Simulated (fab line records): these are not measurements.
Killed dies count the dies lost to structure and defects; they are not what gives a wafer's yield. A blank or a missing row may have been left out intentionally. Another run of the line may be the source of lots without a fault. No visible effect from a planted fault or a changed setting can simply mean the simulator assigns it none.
fab line records    flow n5-finfet
[record] lots = 11  wafers = 30  last-day = 17
route steps=1938 shown BEOL_M14@1716 PASSIVATION@1936
lots that met no fault: taken from a fault-free run of the same line
start-h: hours from the record's opening day to when the first of the lot's shown wafers began    wait-h: how many hours have passed since the lot's step before this one    " as in the row above    L1.1+2: a single row standing in for several wafers    - value missing, or start not given    * or withheld: withheld    < > ~ a bound
route shown NAME@n: a module of which the file shows steps, and the number in the route of the first    usual: the fault-free wafers' mean and standard deviation    same: alike in all rows    chamber/n: place in a boat    sites: per-site readings    _std_site: how widely they spread, as a standard deviation    _edge_site: inner sites' mean taken away from outer sites' mean    radius-mm: how far each site lies from the wafer's centre    mask NAME#n: copy n    behind: tool/chamber where the wafer was last shaped    hold: why the lot went on hold/how many hours it stayed there/how the hold came to an end    device: names the non-switching transistor (n, p or np)    end of line: the same wafers' tests at the end of the route    for a step that has no rows: nothing shown but its recipe    killed: count of dies lost to structure and defects at first sort (not the wafer's yield)    map: the dies of a wafer, with x for killed, . for not killed, _ for no die there
set.NAME: the setting that was run; set.NAME@STEP: the one run at that earlier step    model.NAME: the simulator's own value behind a step, which no gauge read
a sample of lots followed through the steps of the route, with each step as a table and each wafer as a row
services: the hour from which a tool's chamber was out of use, counted from the record's first day as start-h (under 0 if before that day), plus the number of hours and why
[[steps]]
[step N5_BEOL_M14_ILD_DEP_00]
[recipe] material = SiO2  target-thk-a = 11193  temp-c = 400  precursor = TEOS/O2  pressure-torr = 6.5  rf-w = 900  teos-flow-sccm = 161.4  gas = O2  flow-sccm = 2650  time-s = 237.4
[usual] heater-power-w = 556/100  showerhead-plenum-p-Torr = 8.33/0.032  susceptor-temp-C = 400.04/0.22  throttle-valve-pct = 18.8/1.4
lot.wafer  tool      chamber  start-h  wait-h  heater-power-w  showerhead-plenum-p-Torr  susceptor-temp-C  throttle-valve-pct
L596.2     pecvd-02  0        227.48   0.1     670             8.29                      400.04            18.7
L596.3     "         0        "        "       522             8.28                      399.76            18.7
L598.2     pecvd-01  0        234.46   0.0     721             8.32                      399.95            18.8
L598.6     "         1        "        "       546             8.30                      399.64            20.8
L597.3     pecvd-01  0        235.28   0.0     669             8.36                      399.83            18.3
L597.5     "         0        "        "       741             8.36                      400.06            18.6
L597.6     "         1        "        "       424             8.32                      400.22            20.6
L599.2     pecvd-04  1        252.27   0.0     686             8.37                      399.98            21.4
L599.5     "         2        "        "       481             8.35                      400.23            17.2
L599.6     "         1        "        "       648             8.38                      399.80            21.6
L601.3     pecvd-01  1        260.43   0.0     530             8.33                      400.17            20.4
L601.5     "         1        "        "       558             8.31                      400.56            20.8
L601.6     "         2        "        "       433             8.32                      400.02            17.1
L605.4     pecvd-02  0        278.28   0.1     668             8.28                      400.28            18.7
L605.5     "         2        "        "       487             8.35                      400.27            17.2
L605.6     "         1        "        "       644             8.38                      399.91            19.4
L604.2     pecvd-02  2        280.02   0.0     492             8.33                      399.74            17.3
L604.4     "         0        "        "       608             8.30                      400.30            18.8
L606.3     pecvd-04  2        281.49   0.0     623             8.34                      399.46            17.3
L606.4     "         0        "        "       508             8.28                      400.11            19.1
L606.5     "         1        "        "       717             8.36                      400.09            21.3
L607.2     pecvd-04  2        292.77   0.0     538             8.32                      400.31            17.1
L607.3     "         0        "        "       486             8.28                      399.98            19.5
L607.6     "         1        "        "       543             8.37                      399.87            21.4
L618.2     pecvd-02  1        360.87   0.0     676             8.38                      399.60            19.5
L618.3     "         2        "        "       434             8.33                      400.36            17.4
L618.4     "         2        "        "       491             8.33                      400.02            17.1
L619.2     pecvd-01  0        375.02   0.0     715             8.33                      399.97            19.3
L619.3     "         1        "        "       525             8.29                      399.93            20.7
L619.6     "         0        "        "       562             8.34                      400.22            18.9
[step N5_BEOL_M14_CD_MEAS_10]
[recipe] target-cd-nm = 250  landing-energy-ev = 500  detector = se-inlens  polarity = opening
[usual] cd-nm = 249.5/1.9
lot.wafer  tool       chamber  start-h  wait-h  cd-nm
L596.2     cd-sem-02  0        228.33   -       253.9
L596.3     "          0        "        "       252.2
L598.2     cd-sem-02  0        234.96   -       246.3
L598.6     "          0        "        "       249.1
L597.3     cd-sem-02  0        235.90   -       249.8
L597.5     "          0        "        "       249.6
L597.6     "          0        "        "       247.8
L599.2     cd-sem-02  0        252.85   -       249.1
L599.5     "          0        "        "       247.3
L599.6     "          0        "        "       247.3
L601.3     cd-sem-03  0        260.93   -       250.7
L601.5     "          0        "        "       249.7
L601.6     "          0        "        "       247.3
L605.4     cd-sem-02  0        278.70   -       252.6
L605.5     "          0        "        "       247.7
L605.6     "          0        "        "       250.7
L604.2     cd-sem-02  0        280.52   -       252.1
L604.4     "          0        "        "       248.6
L606.3     cd-sem-03  0        281.99   -       247.9
L606.4     "          0        "        "       249.4
L606.5     "          0        "        "       246.9
L607.2     cd-sem-02  0        293.40   -       247.1
L607.3     "          0        "        "       245.7
L607.6     "          0        "        "       247.0
L618.2     cd-sem-01  0        361.37   -       250.4
L618.3     "          0        "        "       249.5
L618.4     "          0        "        "       250.7
L619.2     cd-sem-02  0        375.52   -       248.8
L619.3     "          0        "        "       249.4
L619.6     "          0        "        "       249.1
[step N5_BEOL_M14_PEB_26]
[recipe] peb-temp-c = 130  peb-time-s = 90
[usual] heater-power-total-W = 172.6/0.75  plate-temp-C = 130.01/0.15
lot.wafer  tool            chamber  start-h  wait-h  heater-power-total-W  plate-temp-C
L596.2     litho-track-01  0        229.48   0.0     173.2                 130.09
L596.3     "               0        "        "       170.8                 130.02
L598.2     litho-track-01  0        235.82   0.0     172.2                 130.06
L598.6     "               0        "        "       173.7                 130.05
L597.3     litho-track-05  0        236.83   0.0     173.6                 129.93
L597.5     "               0        "        "       173.8                 129.89
L597.6     "               0        "        "       172.5                 130.01
L599.2     litho-track-05  0        254.02   0.0     173.9                 130.31
L599.5     "               0        "        "       172.0                 130.08
L599.6     "               0        "        "       173.2                 130.12
L601.3     litho-track-01  0        261.67   0.0     170.9                 129.85
L601.5     "               0        "        "       172.2                 130.14
L601.6     "               0        "        "       172.3                 129.84
L605.4     litho-track-01  0        279.56   0.0     173.8                 130.33
L605.5     "               0        "        "       172.7                 130.27
L605.6     "               0        "        "       172.8                 130.18
L604.2     litho-track-02  0        281.38   0.0     173.1                 130.10
L604.4     "               0        "        "       173.1                 130.24
L606.3     litho-track-05  0        282.73   0.0     172.2                 130.24
L606.4     "               0        "        "       172.8                 130.28
L606.5     "               0        "        "       171.7                 130.02
L607.2     litho-track-05  0        294.31   0.0     172.6                 129.97
L607.3     "               0        "        "       173.4                 130.14
L607.6     "               0        "        "       172.5                 129.94
L618.2     litho-track-05  0        362.10   0.0     175.9                 131.00
L618.3     "               0        "        "       174.9                 131.09
L618.4     "               0        "        "       173.8                 131.06
L619.2     litho-track-05  0        376.38   0.0     175.2                 131.26
L619.3     "               0        "        "       173.9                 131.15
L619.6     "               0        "        "       174.5                 131.23
[step N5_BEOL_M14_CD_MEAS_28]
[recipe] target-cd-nm = 284.4  landing-energy-ev = 500  detector = se-inlens
[usual] cd-nm = 285.2/2
lot.wafer  tool       chamber  start-h  wait-h  cd-nm
L596.2     cd-sem-03  0        229.59   -       283.6
L596.3     "          0        "        "       281.6
L598.2     cd-sem-03  0        235.94   -       283.8
L598.6     "          0        "        "       285.9
L597.3     cd-sem-03  0        236.95   -       285.6
L597.5     "          0        "        "       287.0
L597.6     "          0        "        "       285.9
L599.2     cd-sem-03  0        254.13   -       287.6
L599.5     "          0        "        "       289.5
L599.6     "          0        "        "       287.6
L601.3     cd-sem-01  0        261.78   -       286.5
L601.5     "          0        "        "       283.0
L601.6     "          0        "        "       284.2
L605.4     cd-sem-02  0        279.68   -       287.6
L605.5     "          0        "        "       284.9
L605.6     "          0        "        "       287.2
L604.2     cd-sem-01  0        281.50   -       286.3
L604.4     "          0        "        "       286.3
L606.3     cd-sem-02  0        282.84   -       285.9
L606.4     "          0        "        "       286.1
L606.5     "          0        "        "       286.6
L607.2     cd-sem-02  0        294.43   -       288.1
L607.3     "          0        "        "       286.8
L607.6     "          0        "        "       287.8
L618.2     cd-sem-01  0        362.22   -       292.2
L618.3     "          0        "        "       291.2
L618.4     "          0        "        "       291.6
L619.2     cd-sem-03  0        376.50   -       290.9
L619.3     "          0        "        "       291.3
L619.6     "          0        "        "       291.4
[step N5_BEOL_M14_ETCH_67]
[recipe] chemistry = CF4  target = SiARC  target-depth-a = 1430  time-s = 238.3  ion-energy-ev = 80  pressure-mtorr = 40  source-w = 545  bias-w = 36  Ar_flow_sccm = 100  cf4-flow-sccm = 100  ends = cleared
[usual] drypump-motor-current-A = 5.7/0.39  etch-rf-on-time-s = 236/7  oes-product-au = 0.69/0.08  rf-vpp-V = 184.1/1.2  showerhead-plenum-p-Torr = 2.15/0.064  throttle-valve-pct = 15.69/0.2
lot.wafer  tool         chamber  start-h  wait-h  drypump-motor-current-A  etch-rf-on-time-s  oes-product-au  rf-hours-counter-h  rf-vpp-V  showerhead-plenum-p-Torr  throttle-valve-pct
L596.2     rie-diel-02  3        229.78   0.0     5.7                      234                0.70            75                  184.1     2.24                      15.45
L596.3     "            1        "        "       5.5                      238                0.60            219                 184.0     2.21                      15.99
L598.2     rie-diel-04  2        236.53   0.0     6.4                      242                0.61            207                 180.7     2.04                      15.65
L598.6     "            0        "        "       6.1                      243                0.65            -                   183.5     2.07                      15.66
L597.3     rie-diel-04  3        237.71   0.0     5.7                      241                0.60            221                 183.3     2.14                      16.02
L597.5     "            3        "        "       5.7                      241                0.60            -                   184.8     2.13                      16.03
L597.6     "            0        "        "       6.2                      243                0.65            -                   182.2     2.07                      15.65
L599.2     rie-diel-04  3        254.25   0.0     5.7                      241                0.59            228                 183.2     2.13                      16.05
L599.5     "            3        "        "       5.7                      242                0.60            -                   185.5     2.13                      16.05
L599.6     "            0        "        "       6.1                      243                0.64            -                   184.7     2.07                      15.68
L601.3     rie-diel-04  3        261.90   0.0     5.6                      239                0.60            230                 184.3     2.13                      16.05
L601.5     "            1        "        "       5.4                      230                0.72            -                   184.4     2.15                      15.65
L601.6     "            0        "        "       6.1                      242                0.64            -                   181.7     2.07                      15.67
L605.4     rie-diel-02  1        279.80   0.0     5.5                      237                0.59            238                 183.7     2.20                      16.02
L605.5     "            3        "        "       5.7                      235                0.69            -                   186.9     2.23                      15.51
L605.6     "            2        "        "       5.0                      243                0.59            -                   182.4     2.13                      15.89
L604.2     rie-diel-06  1        281.62   0.0     6.1                      230                0.81            10                  184.9     2.20                      15.54
L604.4     "            0        "        "       5.9                      223                0.83            -                   183.4     2.16                      15.30
L606.3     rie-diel-02  1        282.96   0.0     5.6                      233                0.59            240                 185.2     2.20                      16.01
L606.4     "            2        "        "       5.0                      245                0.59            234                 183.9     2.13                      15.87
L606.5     "            3        "        "       5.8                      234                0.69            -                   186.4     2.23                      15.50
L607.2     rie-diel-04  1        294.91   0.0     5.4                      228                0.72            99                  184.3     2.15                      15.64
L607.3     "            0        "        "       6.1                      242                0.63            148                 184.1     2.07                      15.70
L607.6     "            2        "        "       6.4                      244                0.59            -                   183.3     2.03                      15.70
L618.2     rie-diel-02  2        362.35   0.0     5.0                      233                0.82            8                   183.9     2.12                      15.43
L618.3     "            0        "        "       5.3                      233                0.68            116                 183.9     2.16                      15.92
L618.4     "            3        "        "       5.7                      229                0.67            127                 185.0     2.22                      15.57
L619.2     rie-diel-06  3        376.62   0.0     5.9                      242                0.73            54                  183.1     2.08                      15.85
L619.3     "            2        "        "       5.3                      227                0.79            31                  185.4     2.27                      15.52
L619.6     "            2        "        "       5.3                      227                0.77            -                   186.2     2.27                      15.50
[step N5_PASSIVATION_PROBE_49]
[usual] defect-limited-yield = 91.5/1.5  killed_at_M0_to_M3 = 32/9.4  killed_at_M4_up = 12/5.1  killed-at-contacts = 11/7.4  killed-at-front-end = 41/11  killed-at-other = 3.4/2.5  killed-dies = 100/17  killed-open = 65/14  killed-short = 33/7  sort_bin_5_function = 4.9/0.96  sort_bin_6_memory = 3.1/0.7  sort_bin_8_speed = 0.00/0.01  sort-n-pass = 1080/17  sort-yield-pct = 91.5/1.5
[same] gross-dies = 1180  killed-at-back-side = 0  sort_bin_4_leakage[%] = 0
lot.wafer  tool       chamber  start-h  wait-h  defect-limited-yield[%]  killed_at_M0_to_M3  killed_at_M4_up  killed-at-contacts  killed-at-front-end  killed-at-other  killed-dies  killed-open  killed-short  sort_bin_5_function[%]  sort_bin_6_memory[%]  sort_bin_8_speed[%]  sort-n-pass  sort-yield-pct[%]
L596.2     prober-02  -        251.39   0.1     92.2                     22                  9                13                  42                   6                92           64           28            4.8                     2.8                   0                    1088         92.2
L596.3     prober-02  -        251.44   0.1     91.8                     19                  15               10                  47                   6                97           59           35            4.6                     3.4                   0                    1083         91.8
L598.2     prober-01  -        255.74   0.1     93.4                     26                  13               9                   27                   3                78           48           28            3.6                     2.8                   0                    1102         93.4
L598.6     prober-01  -        255.94   0.3     92.1                     35                  6                10                  37                   5                93           64           29            4.7                     3.0                   0                    1087         92.1
L597.3     prober-02  -        264.57   0.1     91.5                     27                  12               17                  37                   7                100          65           35            4.5                     3.7                   0                    1080         91.5
L597.5     prober-02  -        264.67   0.2     92.5                     15                  10               8                   50                   6                89           58           31            4.6                     2.9                   0                    1091         92.5
L597.6     prober-02  -        264.72   0.3     92.5                     25                  9                4                   45                   6                89           54           26            4.2                     2.4                   0                    1091         92.5
L599.2     prober-01  -        278.61   0.1     88.9                     25                  13               38                  52                   3                131          89           40            6.9                     3.7                   0                    1049         88.9
L599.5     prober-01  -        278.76   0.2     91.3                     28                  24               8                   43                   0                103          59           38            5.2                     2.5                   0.08                 1076         91.2
L599.6     prober-01  -        278.81   0.3     92.8                     14                  14               17                  38                   2                85           55           28            4.1                     3.0                   0                    1095         92.8
L601.3     prober-01  -        285.71   0.1     88.2                     27                  12               42                  54                   4                139          102          37            7.2                     3.9                   0                    1041         88.2
L601.5     prober-01  -        285.81   0.2     90.5                     33                  17               21                  33                   8                112          91           20            5.5                     3.7                   0                    1068         90.5
L601.6     prober-01  -        285.86   0.3     89.2                     38                  17               34                  31                   7                127          83           44            5.8                     4.5                   0                    1053         89.2
L605.4     prober-02  -        300.84   0.2     91.9                     29                  10               10                  43                   4                96           62           31            4.9                     2.8                   0                    1084         91.9
L605.5     prober-02  -        300.89   0.2     92.5                     19                  10               12                  45                   3                89           50           38            4.5                     2.6                   0                    1091         92.5
L605.6     prober-02  -        300.94   0.3     93.3                     23                  4                6                   42                   4                79           49           30            3.9                     2.4                   0                    1101         93.3
L604.2     prober-02  -        304.45   0.1     92.4                     30                  7                16                  36                   1                90           59           30            4.3                     3.1                   0                    1090         92.4
L604.4     prober-02  -        304.55   0.2     92.3                     34                  12               7                   37                   1                91           62           28            5.1                     2.5                   0                    1089         92.3
L606.3     prober-02  -        305.21   0.1     88.7                     40                  15               6                   71                   1                133          99           34            7.1                     3.6                   0                    1047         88.7
L606.4     prober-02  -        305.26   0.2     90.3                     49                  23               11                  29                   2                114          74           40            6.6                     2.9                   0                    1066         90.3
L606.5     prober-02  -        305.31   0.2     89.3                     46                  7                4                   69                   0                126          89           33            5.8                     4.2                   0                    1054         89.3
L607.2     prober-02  -        317.66   0.1     89.7                     39                  19               20                  44                   0                122          83           39            5.4                     4.3                   0                    1058         89.7
L607.3     prober-02  -        317.71   0.1     90.4                     45                  14               18                  35                   1                113          80           33            5.2                     4.0                   0                    1067         90.4
L607.6     prober-02  -        317.86   0.3     89.5                     44                  13               13                  54                   0                124          85           37            5.8                     4.7                   0                    1056         89.5
L618.2     prober-02  -        388.78   0.1     92.4                     30                  16               3                   35                   6                90           70           19            5.1                     2.5                   0                    1090         92.4
L618.3     prober-02  -        388.83   0.1     91.3                     44                  8                16                  31                   4                103          77           26            5.3                     3.1                   0                    1077         91.3
L618.4     prober-02  -        388.88   0.2     91.7                     31                  11               7                   42                   7                98           64           26            4.9                     2.5                   0                    1082         91.7
L619.2     prober-02  -        401.10   0.1     93.4                     19                  11               1                   45                   2                78           46           32            3.9                     2.4                   0                    1102         93.4
L619.3     prober-02  -        401.15   0.1     92.3                     36                  14               8                   33                   0                91           62           29            4.9                     2.5                   0                    1089         92.3
L619.6     prober-02  -        401.30   0.3     93.1                     39                  13               4                   23                   2                81           53           27            4.2                     2.3                   0                    1099         93.1
// killed by level:class
L596.2 STI_FIN_REVEAL:geometric-particle:open=16 MOL_CONTACT_COAG:geometric-particle:open=11 BEOL_M0_SAQP:geometric-particle:open=6 BEOL_M3:geometric-particle:open=5 BEOL_M0_SAQP:geometric-particle:short=5 FIN_SAQP:geometric-particle:open=4 BEOL_M2:geometric-particle:open=4 BEOL_M4:geometric-particle:open=4
L596.3 FIN_SAQP:geometric-particle:short=12 STI_FIN_REVEAL:geometric-particle:open=9 FIN_SAQP:geometric-particle:open=7 BEOL_M3:geometric-particle:open=7 MOL_CONTACT_COAG:geometric-particle:short=5 BEOL_M2:geometric-particle:open=5 BEOL_M5:geometric-particle:open=5 ILD0:geometric-particle:short=4
L598.2 BEOL_M2:geometric-particle:open=8 DUMMY_GATE:geometric-particle:open=5 MOL_CONTACT_COAG:geometric-particle:open=5 BEOL_M1:geometric-particle:open=5 STI_FIN_REVEAL:geometric-particle:open=4 MOL_CONTACT_COAG:geometric-particle:short=4 BEOL_M4:geometric-particle:open=4 FIN_SAQP:geometric-particle:short=3
L598.6 BEOL_M2:geometric-particle:open=15 MOL_CONTACT_COAG:geometric-particle:open=9 DUMMY_GATE:geometric-particle:open=7 BEOL_M0_SAQP:geometric-particle:short=7 BEOL_M1:geometric-particle:open=7 ILD0:geometric-particle:short=6 STARTING-WAFER:geometric-particle:open=6 STI_FIN_REVEAL:geometric-particle:open=4
L597.3 MOL_CONTACT_COAG:geometric-particle:open=17 FIN_SAQP:geometric-particle:short=10 BEOL_M2:geometric-particle:open=10 STI_FIN_REVEAL:geometric-particle:open=8 BEOL_M0_SAQP:geometric-particle:short=8 STARTING-WAFER:geometric-particle:open=5 GATE_CUT:geometric-particle:short=4 BEOL_M0_SAQP:geometric-particle:open=4
L597.5 FIN_SAQP:geometric-particle:short=14 DUMMY_GATE:geometric-particle:open=9 BEOL_M2:geometric-particle:open=9 MOL_CONTACT_COAG:geometric-particle:open=7 FIN_SAQP:geometric-particle:open=6 STI_FIN_REVEAL:geometric-particle:open=4 GATE_CUT:geometric-particle:open=4 GATE_CUT:geometric-particle:short=4
L597.6 BEOL_M2:geometric-particle:open=10 HKMG_FIN:area-etch=9 BEOL_M3:geometric-particle:open=7 FIN_SAQP:geometric-particle:open=6 STI_FIN_REVEAL:geometric-particle:open=6 GATE_CUT:geometric-particle:short=6 FIN_SAQP:geometric-particle:short=5 STARTING-WAFER:geometric-particle:open=5
L599.2 MOL_CONTACT_COAG:geometric-particle:open=30 FIN_SAQP:geometric-particle:short=11 STI_FIN_REVEAL:geometric-particle:open=10 FIN_SAQP:geometric-particle:open=9 MOL_CONTACT_COAG:geometric-particle:short=8 BEOL_M0_SAQP:geometric-particle:short=7 DUMMY_GATE:geometric-particle:open=6 BEOL_M0_SAQP:geometric-particle:open=5
L599.5 BEOL_M4:geometric-particle:open=11 FIN_SAQP:geometric-particle:short=7 STI_FIN_REVEAL:geometric-particle:open=6 HKMG_FIN:area-etch=6 FIN_SAQP:geometric-particle:open=5 BEOL_M0_SAQP:geometric-particle:open=5 BEOL_M3:geometric-particle:open=5 MOL_CONTACT_COAG:geometric-particle:open=5
L599.6 MOL_CONTACT_COAG:geometric-particle:open=15 STI_FIN_REVEAL:geometric-particle:open=8 GATE_CUT:geometric-particle:short=5 BEOL_M0_SAQP:geometric-particle:short=5 BEOL_M0_SAQP:geometric-particle:open=5 FIN_SAQP:geometric-particle:open=4 GATE_CUT:geometric-particle:open=4 STARTING-WAFER:geometric-particle:open=4
L601.3 MOL_CONTACT_COAG:geometric-particle:open=31 STI_FIN_REVEAL:geometric-particle:open=13 MOL_CONTACT_COAG:geometric-particle:short=11 DUMMY_GATE:geometric-particle:open=9 GATE_CUT:geometric-particle:short=7 FIN_SAQP:geometric-particle:open=6 BEOL_M3:geometric-particle:open=6 GATE_CUT:geometric-particle:open=5
L601.5 MOL_CONTACT_COAG:geometric-particle:open=21 STI_FIN_REVEAL:geometric-particle:open=17 BEOL_M3:geometric-particle:open=11 BEOL_M4:geometric-particle:open=10 BEOL_M0_SAQP:geometric-particle:short=6 BEOL_M0_SAQP:geometric-particle:open=6 BEOL_M2:geometric-particle:open=6 BEOL_M4:geometric-particle:short=4
L601.6 MOL_CONTACT_COAG:geometric-particle:open=21 MOL_CONTACT_COAG:geometric-particle:short=13 BEOL_M0_SAQP:geometric-particle:short=12 BEOL_M2:geometric-particle:open=11 BEOL_M0_SAQP:geometric-particle:open=8 STI_FIN_REVEAL:geometric-particle:open=7 BEOL_M4:geometric-particle:open=6 STARTING-WAFER:geometric-particle:short=6
L605.4 BEOL_M0_SAQP:geometric-particle:open=10 ILD0:geometric-particle:open=9 BEOL_M0_SAQP:geometric-particle:short=9 MOL_CONTACT_COAG:geometric-particle:open=8 DUMMY_GATE:geometric-particle:open=7 ILD0:geometric-particle:short=6 STARTING-WAFER:geometric-particle:open=5 STI_FIN_REVEAL:geometric-particle:short=3
L605.5 DUMMY_GATE:geometric-particle:open=10 MOL_CONTACT_COAG:geometric-particle:open=10 FIN_SAQP:geometric-particle:short=8 FIN_SAQP:geometric-particle:open=6 BEOL_M0_SAQP:geometric-particle:open=6 BEOL_M0_SAQP:geometric-particle:short=6 ILD0:geometric-particle:short=4 GATE_CUT:geometric-particle:short=3
L605.6 FIN_SAQP:geometric-particle:open=8 DUMMY_GATE:geometric-particle:open=8 GATE_CUT:geometric-particle:short=7 MOL_CONTACT_COAG:geometric-particle:open=5 BEOL_M1:geometric-particle:open=5 STI_FIN_REVEAL:geometric-particle:open=4 BEOL_M0_SAQP:geometric-particle:short=4 BEOL_M0_SAQP:geometric-particle:open=4
L604.2 MOL_CONTACT_COAG:geometric-particle:open=12 FIN_SAQP:geometric-particle:open=9 FIN_SAQP:geometric-particle:short=9 BEOL_M3:geometric-particle:open=8 BEOL_M1:geometric-particle:open=6 BEOL_M0_SAQP:geometric-particle:open=6 BEOL_M3:geometric-particle:short=5 STI_FIN_REVEAL:geometric-particle:open=4
L604.4 FIN_SAQP:geometric-particle:open=11 FIN_SAQP:geometric-particle:short=10 BEOL_M2:geometric-particle:open=10 MOL_CONTACT_COAG:geometric-particle:open=5 DUMMY_GATE:geometric-particle:open=5 BEOL_M0_SAQP:geometric-particle:open=5 BEOL_M0:geometric-particle:open=5 BEOL_M4:geometric-particle:short=5
L606.3 FIN_SAQP:geometric-particle:open=24 BEOL_M1:geometric-particle:open=12 STI_FIN_REVEAL:geometric-particle:open=11 BEOL_M2:geometric-particle:open=9 FIN_SAQP:geometric-particle:short=7 STI_FIN_REVEAL:geometric-particle:short=7 BEOL_M0_SAQP:geometric-particle:open=7 GATE_CUT:geometric-particle:open=6
L606.4 BEOL_M0_SAQP:geometric-particle:open=14 BEOL_M0_SAQP:geometric-particle:short=13 BEOL_M4:geometric-particle:open=13 BEOL_M2:geometric-particle:open=10 FIN_SAQP:geometric-particle:open=9 MOL_CONTACT_COAG:geometric-particle:open=7 STI_FIN_REVEAL:geometric-particle:open=5 BEOL_M5:geometric-particle:open=5
L606.5 BEOL_M2:geometric-particle:open=22 FIN_SAQP:geometric-particle:open=20 FIN_SAQP:geometric-particle:short=14 BEOL_M0_SAQP:geometric-particle:open=8 BEOL_M1:geometric-particle:open=7 GATE_CUT:geometric-particle:short=7 STI_FIN_REVEAL:geometric-particle:open=6 DUMMY_GATE:geometric-particle:open=5
L607.2 MOL_CONTACT_COAG:geometric-particle:open=14 STI_FIN_REVEAL:geometric-particle:open=9 BEOL_M0_SAQP:geometric-particle:short=7 BEOL_M2:geometric-particle:open=7 BEOL_M4:geometric-particle:open=7 DUMMY_GATE:geometric-particle:open=6 MOL_CONTACT_COAG:geometric-particle:short=6 FIN_SAQP:geometric-particle:short=5
L607.3 MOL_CONTACT_COAG:geometric-particle:open=15 BEOL_M3:geometric-particle:open=12 BEOL_M1:geometric-particle:open=11 FIN_SAQP:geometric-particle:open=10 STI_FIN_REVEAL:geometric-particle:open=8 BEOL_M0_SAQP:geometric-particle:short=5 BEOL_M0_SAQP:geometric-particle:open=5 BEOL_M1:geometric-particle:short=5
L607.6 FIN_SAQP:geometric-particle:open=13 MOL_CONTACT_COAG:geometric-particle:open=13 BEOL_M1:geometric-particle:open=11 BEOL_M1:geometric-particle:short=8 STI_FIN_REVEAL:geometric-particle:open=7 ILD0:geometric-particle:open=7 BEOL_M0_SAQP:geometric-particle:short=7 BEOL_M2:geometric-particle:open=5
L618.2 STI_FIN_REVEAL:geometric-particle:open=8 BEOL_M1:geometric-particle:open=8 BEOL_M3:geometric-particle:open=6 BEOL_M4:geometric-particle:open=6 DUMMY_GATE:geometric-particle:open=5 BEOL_M0_SAQP:geometric-particle:open=5 STARTING-WAFER:geometric-particle:open=5 FIN_SAQP:geometric-particle:open=4
L618.3 MOL_CONTACT_COAG:geometric-particle:open=15 BEOL_M0_SAQP:geometric-particle:short=10 BEOL_M3:geometric-particle:open=10 GATE_CUT:geometric-particle:open=7 GATE_CUT:geometric-particle:short=7 BEOL_M1:geometric-particle:open=7 FIN_SAQP:geometric-particle:open=6 BEOL_M0_SAQP:geometric-particle:open=6
L618.4 BEOL_M2:geometric-particle:open=13 STI_FIN_REVEAL:geometric-particle:open=10 BEOL_M3:geometric-particle:open=7 GATE_CUT:geometric-particle:short=6 MOL_CONTACT_COAG:geometric-particle:open=6 BEOL_M0_SAQP:geometric-particle:open=6 BEOL_M4:geometric-particle:open=6 HKMG_FIN:area-etch=6
L619.2 FIN_SAQP:geometric-particle:short=17 FIN_SAQP:geometric-particle:open=14 BEOL_M0_SAQP:geometric-particle:short=5 BEOL_M0_SAQP:geometric-particle:open=4 BEOL_M1:geometric-particle:open=4 BEOL_M3:geometric-particle:open=4 STI_FIN_REVEAL:geometric-particle:short=3 BEOL_M4:geometric-particle:open=3
L619.3 BEOL_M0_SAQP:geometric-particle:open=12 FIN_SAQP:geometric-particle:short=8 BEOL_M4:geometric-particle:open=8 FIN_SAQP:geometric-particle:open=6 DUMMY_GATE:geometric-particle:open=6 MOL_CONTACT_COAG:geometric-particle:open=5 BEOL_M0_SAQP:geometric-particle:short=5 BEOL_M1:geometric-particle:short=5
L619.6 BEOL_M0_SAQP:geometric-particle:open=10 BEOL_M3:geometric-particle:open=8 DUMMY_GATE:geometric-particle:open=7 BEOL_M1:geometric-particle:open=6 BEOL_M1:geometric-particle:short=5 BEOL_M4:geometric-particle:open=5 MOL_CONTACT_COAG:geometric-particle:open=4 GATE_CUT:geometric-particle:short=4
[[services]]
tool            chamber  start-h  hours  kind
rie-diel-04     0        208.52   8.1    repair
rie-diel-06     -        224.00   4.3    pm
pecvd-04        -        238.23   0.5    repair
litho-track-05  -        239.93   -      consumable-replace:filter
pecvd-02        -        250.62   2.8    pm
pecvd-04        0        251.52   12.3   repair
rie-diel-02     2        266.21   11.0   repair
rie-diel-04     -        279.19   1.3    repair
rie-diel-04     2        280.55   4.1    repair
pecvd-02        -        290.31   6.1    repair
pecvd-02        1        298.53   6.5    repair
pecvd-01        -        306.51   1.0    repair
rie-diel-06     -        319.94   0.8    repair
rie-diel-04     3        320.95   -      clean
rie-diel-04     3        320.95   -      consumable-replace:focus-ring
rie-diel-04     3        320.95   17.0   scheduled-down
rie-diel-04     3        320.95   17.0   vent-cycle
pecvd-04        -        323.14   1.8    repair
litho-track-05  -        360.31   -      consumable-replace:filter
rie-diel-04     2        363.31   -      clean
rie-diel-04     2        363.31   -      consumable-replace:focus-ring
rie-diel-04     2        363.31   -      consumable-replace:showerhead
rie-diel-04     2        363.31   14.0   scheduled-down
rie-diel-04     0        366.47   32.6   repair
[[key]]
[first-sign] step = N5_BEOL_M14_PEB_26  reading = plate-temp-C  direction = up  sigmas = 7.7  usual = *  struck = *
[effect] step = N5_BEOL_M14_PEB_26  reading = heater-power-total-W  direction = up  sigmas = 2.8  usual = *  struck = *
[effect] step = N5_BEOL_M14_CD_MEAS_28  reading = cd-nm  direction = up  sigmas = 3.2  usual = 285.2  struck = 291.4  through = control-loop
met-at N5_BEOL_M14_PEB_26
struck-lots L618,L619
[loop-trim] step = N5_BEOL_M14_EXPOSE_25  setting = dose  lots = L619
not-acting-at N5_BEOL_M14_ILD_DEP_00,N5_BEOL_M14_CD_MEAS_10,N5_BEOL_M14_ETCH_67
onset-between 294.31 362.10
[fault] kind = process-parameter-drift  tool = litho-track-05  chamber = -  onset-h = 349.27  steps = N5_BEOL_M14_PEB_26  channel = peb-temp-c  offset = *  shape = step  end-h = 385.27  acts-in = *  stated = *
// loop-trim: a control loop set the setting to another value than it would have without faults
